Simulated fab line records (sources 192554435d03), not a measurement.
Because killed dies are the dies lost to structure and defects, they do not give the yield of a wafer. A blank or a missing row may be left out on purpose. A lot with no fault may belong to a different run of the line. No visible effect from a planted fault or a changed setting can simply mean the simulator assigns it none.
What tool caused it? :: flow n5Finfet :: 33 wafers from 11 lots sampled at 5 of the route's 1938 steps

== WHAT EACH GAUGE READ, for each wafer ==
N5_MIM_TOP_LITHO_INSPECT_12: inspects for defects (macro).
lot: L923
measured: day 12 12:32
on: defectInspect-01
rawDefectCount: 1 1 1

lot: L926
measured: day 12 20:09
on: defectInspect-01
rawDefectCount: 1 1 1

lot: L929
measured: day 13 03:41
on: defectInspect-02
rawDefectCount: 2 1 3

lot: L931
measured: day 14 03:33
on: defectInspect-02
rawDefectCount: 1 2 0

lot: L936
measured: day 15 02:02
on: defectInspect-01
rawDefectCount: 4 0 1

lot: L933
measured: day 15 03:04
on: defectInspect-01
rawDefectCount: 5 4 3

lot: L934
measured: day 15 08:54
on: defectInspect-02
rawDefectCount: 266 253 252

lot: L935
measured: day 15 14:27
on: defectInspect-01
rawDefectCount: 251 239 271

lot: L945
measured: day 17 06:31
on: defectInspect-01
rawDefectCount: 2 2 2

lot: L943
measured: day 17 11:57
on: defectInspect-02
rawDefectCount: 2 2 3

lot: L944
measured: day 17 12:33
on: defectInspect-02
rawDefectCount: 3 2 2

== WHAT TOOL EACH LOT RAN ON (gives the tool, then ch and the chambers of the sampled wafers, and finally the start) ==
lot: L923
N5_BEOL_M15_DEP_53: pecvd-04 ch 1,2, day 12 07:04
N5_PASSIVATION_PECVD_00: pecvd-01 ch 0,1,2, day 12 08:08
N5_MIM_BOT_DEGAS_01: pvdSputter-02, day 12 11:18
N5_MIM_TOP_ALD_01: aldHk-02 ch 0,3, day 12 12:32 or earlier

lot: L926
N5_BEOL_M15_DEP_53: pecvd-03 ch 1,2, day 12 13:23
N5_PASSIVATION_PECVD_00: pecvd-01 ch 1,2, day 12 14:28
N5_MIM_BOT_DEGAS_01: pvdSputter-02, day 12 16:41
N5_MIM_TOP_ALD_01: aldHk-01 ch 0,2,3, day 12 20:09 or earlier

lot: L929
N5_BEOL_M15_DEP_53: pecvd-03 ch 1,2, day 12 23:32
N5_PASSIVATION_PECVD_00: pecvd-01 ch 0,1,2, day 13 00:38
N5_MIM_BOT_DEGAS_01: pvdSputter-03, day 13 00:48
N5_MIM_TOP_ALD_01: aldHk-01 ch 0,3, day 13 03:41 or earlier

lot: L931
N5_BEOL_M15_DEP_53: pecvd-04 ch 0,1,2, day 13 21:33
N5_PASSIVATION_PECVD_00: pecvd-03 ch 1,2, day 13 22:38
N5_MIM_BOT_DEGAS_01: pvdSputter-01, day 14 01:59
N5_MIM_TOP_ALD_01: aldHk-02 ch 0,2,3, day 14 03:33 or earlier

lot: L936
N5_BEOL_M15_DEP_53: pecvd-04 ch 0,1,2, day 14 20:28
N5_PASSIVATION_PECVD_00: pecvd-01 ch 0,1,2, day 14 22:29
N5_MIM_BOT_DEGAS_01: pvdSputter-01, day 14 22:44
N5_MIM_TOP_ALD_01: aldHk-03 ch 2,3, day 15 02:02 or earlier

lot: L933
N5_BEOL_M15_DEP_53: pecvd-02 ch 0,1, day 14 22:12
N5_PASSIVATION_PECVD_00: pecvd-01 ch 1,2, day 14 23:17
N5_MIM_BOT_DEGAS_01: pvdSputter-02, day 15 01:32
N5_MIM_TOP_ALD_01: aldHk-01 ch 1,2, day 15 03:04 or earlier

lot: L934
N5_BEOL_M15_DEP_53: pecvd-04 ch 0,1, day 15 03:33
N5_PASSIVATION_PECVD_00: pecvd-01 ch 0,2, day 15 04:38
N5_MIM_BOT_DEGAS_01: pvdSputter-02, day 15 04:42
N5_MIM_TOP_ALD_01: aldHk-01 ch 1,3, day 15 08:54 or earlier

lot: L935
N5_BEOL_M15_DEP_53: pecvd-04 ch 0,1,2, day 15 09:52
N5_PASSIVATION_PECVD_00: pecvd-01 ch 0,2, day 15 10:56
N5_MIM_BOT_DEGAS_01: pvdSputter-03, day 15 12:55
N5_MIM_TOP_ALD_01: aldHk-01 ch 2,3, day 15 14:27 or earlier

lot: L945
N5_BEOL_M15_DEP_53: pecvd-04 ch 0,2, day 17 03:16
N5_PASSIVATION_PECVD_00: pecvd-04 ch 0,1, day 17 04:20
N5_MIM_BOT_DEGAS_01: pvdSputter-03, day 17 04:26
N5_MIM_TOP_ALD_01: aldHk-03 ch 0,1,3, day 17 06:31 or earlier

lot: L943
N5_BEOL_M15_DEP_53: pecvd-04 ch 0,1,2, day 17 07:32
N5_PASSIVATION_PECVD_00: pecvd-03 ch 0,1, day 17 08:37
N5_MIM_BOT_DEGAS_01: pvdSputter-01, day 17 09:28
N5_MIM_TOP_ALD_01: aldHk-03 ch 0,1,2, day 17 11:57 or earlier

lot: L944
N5_BEOL_M15_DEP_53: pecvd-03 ch 0,1,2, day 17 08:51
N5_PASSIVATION_PECVD_00: pecvd-03 ch 0,1, day 17 09:56
N5_MIM_BOT_DEGAS_01: pvdSputter-03, day 17 10:47
N5_MIM_TOP_ALD_01: aldHk-02 ch 0,1,3, day 17 12:33 or earlier
- N5_BEOL_M15_DEP_53: deposits SiCN from 3MS/NH3, target thk 50 nm, time 17.8 s.
- N5_PASSIVATION_PECVD_00: deposits SiO2 from SiH4/N2O, target thk 200 nm, time 11.2 s.
- N5_MIM_BOT_DEGAS_01: time 60 s.
- N5_MIM_TOP_ALD_01: deposits HfO2, target thk 5.6 nm, pulse time 1 s, purge time 3 s.

== THE ANSWER, worked out from the rows above alone ==
Rule: what is usual is taken from the lots themselves. Put in order of their means at a reading, lots are off if they are a third of the lots or fewer, leave a main group of 4 or more, and stand apart from it by a gap of 3 or more times the standard deviation of the main group's means; of several such gaps the widest counts. The tables above print the reading to a certain number of digits; a main group whose means all agree to those digits is not used. Also off: a lot with no number at a reading for which 4 or more lots have one. Where the step has rows for the other lots, those lots are counted as sound.
Off at N5_MIM_TOP_LITHO_INSPECT_12 (rawDefectCount): L934, L935. For the main group the mean is 1.9 and the standard deviation 0.9.
If a tool, at a process step before that reading, ran all the lots that are off and no sound lot after the first of them, it fits. Those tools and the gauges at N5_MIM_TOP_LITHO_INSPECT_12 are tried in the same way. With no start given for some of its lots, N5_MIM_TOP_ALD_01 uses the hours and lot order of N5_MIM_TOP_LITHO_INSPECT_12. Undecided on this evidence; 2 tools fit (pecvd-01 at N5_PASSIVATION_PECVD_00, aldHk-01 at N5_MIM_TOP_ALD_01).

== WHAT THE SIMULATOR HAD PUT IN ==
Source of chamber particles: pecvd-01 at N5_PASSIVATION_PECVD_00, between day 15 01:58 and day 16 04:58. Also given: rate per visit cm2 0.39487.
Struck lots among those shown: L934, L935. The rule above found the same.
